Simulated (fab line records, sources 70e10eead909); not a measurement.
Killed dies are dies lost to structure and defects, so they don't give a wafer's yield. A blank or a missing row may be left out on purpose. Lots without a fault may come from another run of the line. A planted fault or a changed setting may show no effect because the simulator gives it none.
A struck lot beside a sound one | flow nand_harc | 15 steps out of a route of 1302
Sound: wafers L828.2, L828.4, L828.5. Struck: wafer L841.4. (L841.5, L841.6 of the same lot were not struck and are left out.) The cause comes at the end.
At each step with rows: each side's tool, then ch and its chambers, then its first start. Under that, the readings that differ: sound wafers | struck wafers | difference of the means | sigmas: that difference in standard deviations of wafers without a fault.
alike: readings whose means differ by less than 2 such deviations, and words and numbers that are the same on both sides. not compared: withheld readings, readings that some wafer has no value for, bounds like >300 that may hide the same value, and numbers for which the record gives no deviation and whose values overlap.
The two part at a step that has a row with sigmas, a row that says differs or no value, or rows on one side only. Numbers that don't overlap but have no deviation are shown without sigmas and don't part them. A reading that every wafer of one side lacks parts them only if that side has two wafers or more.

NHARC_A_BLC_INSPECT_12:
  sound on defect_inspect-02, day 24 21:04; struck on defect_inspect-02, day 31 21:14
  alike: raw_defect_count
NHARC_A_BLC_DESCUM_15: chemistry O2, time 3 s.
  sound on rie_diel-05 ch 0,2,3, day 24 21:08; struck on rie_diel-05 ch 2, day 31 21:18
  alike: chamber_pressure_mTorr, drypump_motor_current_A, oes_product_au, rf_vpp_V, showerhead_plenum_p_Torr, throttle_valve_pct
  not compared: rf_hours_counter_h
then, 3 steps without rows for these wafers: NHARC_A_BLC_ETCH_16 (etches the open film in CF4, target depth 39 nm, time 65 s); NHARC_A_BLC_ETCH_17 (etches the open film in N2/H2, target depth 390 nm, time 609.38 s); NHARC_A_BLC_ETCH_18 (etches the open film in C4F8/O2/Ar, target depth 910 nm).
NHARC_A_BLC_CD_MEAS_19:
  sound on cd_sem-03, day 24 22:07; struck on cd_sem-01, day 31 22:17
  alike: cd_nm
NHARC_A_BLC_STRIP_29: strips in CF4.
  sound on rie_diel-05 ch 0,1,2, day 24 22:11; struck on rie_diel-05 ch 0, day 31 22:22
  alike: chamber_pressure_mTorr, drypump_motor_current_A, oes_product_au, rf_vpp_V, showerhead_plenum_p_Torr, throttle_valve_pct
  not compared: rf_hours_counter_h
NHARC_A_BLC_STRIP_21: strips in O2.
  sound on rie_diel-05 ch 0,1, day 24 22:17; struck on rie_diel-05 ch 2, day 31 22:27
  alike: chamber_pressure_mTorr, drypump_motor_current_A, oes_product_au, rf_vpp_V, showerhead_plenum_p_Torr, throttle_valve_pct
  not compared: rf_hours_counter_h
then, 3 steps without rows for these wafers: NHARC_A_BLC_STRIP_22 (strips in post etch residue remover, time 600 s); NHARC_A_BLC_DEGAS_30 (time 60 s); NHARC_A_BLC_PRE_CLEAN_31 (time 15 s).
NHARC_A_BLC_PVD_32: deposits Ti, target thk 5 nm, time 17.7 s.
  sound on pvd_sputter-02; struck on pvd_sputter-03
  reading                | sound          | struck | difference | sigmas
  throttle_valve_pct (%) | 30.3 30.4 30.3 | 28.6   | -1.7       | -2
NHARC_A_BLC_ALD_23: deposits TiN, target thk 3 nm, pulse time 1 s, ald cycles 150.
  sound on ald_metal-04 ch 0,1,3, day 24 22:58; struck on ald_metal-03 ch 0, day 31 23:10
  reading            | sound       | struck | difference | sigmas
  ald_cycles         | 150 150 150 | 136    | -14        |
  heater_power_w (W) | 991 894 945 | 1167   | +224       | +2
  alike: heater_power_outer_w, precursor_pulse_height_rel
NHARC_A_BLC_CVD_24: deposits W, target thk 150 nm, time 434 s.
  sound on cvd_w-01 ch 0,1; struck on cvd_w-02 ch 1
  reading            | sound       | struck | difference | sigmas
  heater_power_w (W) | 428 402 400 | 604    | +194       | +3
  alike: heater_power_outer_w, throttle_valve_pct
-- the record jumps here: 2 days lie between the struck wafers' starts before and after (it left off in module A_BLC and takes up again in module END, whose first step shown is number 1302 of the route) --
NHARC_END_SORT_01:
  sound on prober-02 ch 0, day 26 18:17; struck on prober-02 ch 0, day 34 01:33
  reading         | sound | struck | difference | sigmas
  killed_at_other | 0 0 0 | 3      | +3         | +3
  alike: killed_at_array, killed_at_periphery, killed_dies, killed_open, killed_short

WHERE THEY PART
First at NHARC_A_BLC_PVD_32; last, within this record, at NHARC_END_SORT_01.

WHY: what the simulator had put in
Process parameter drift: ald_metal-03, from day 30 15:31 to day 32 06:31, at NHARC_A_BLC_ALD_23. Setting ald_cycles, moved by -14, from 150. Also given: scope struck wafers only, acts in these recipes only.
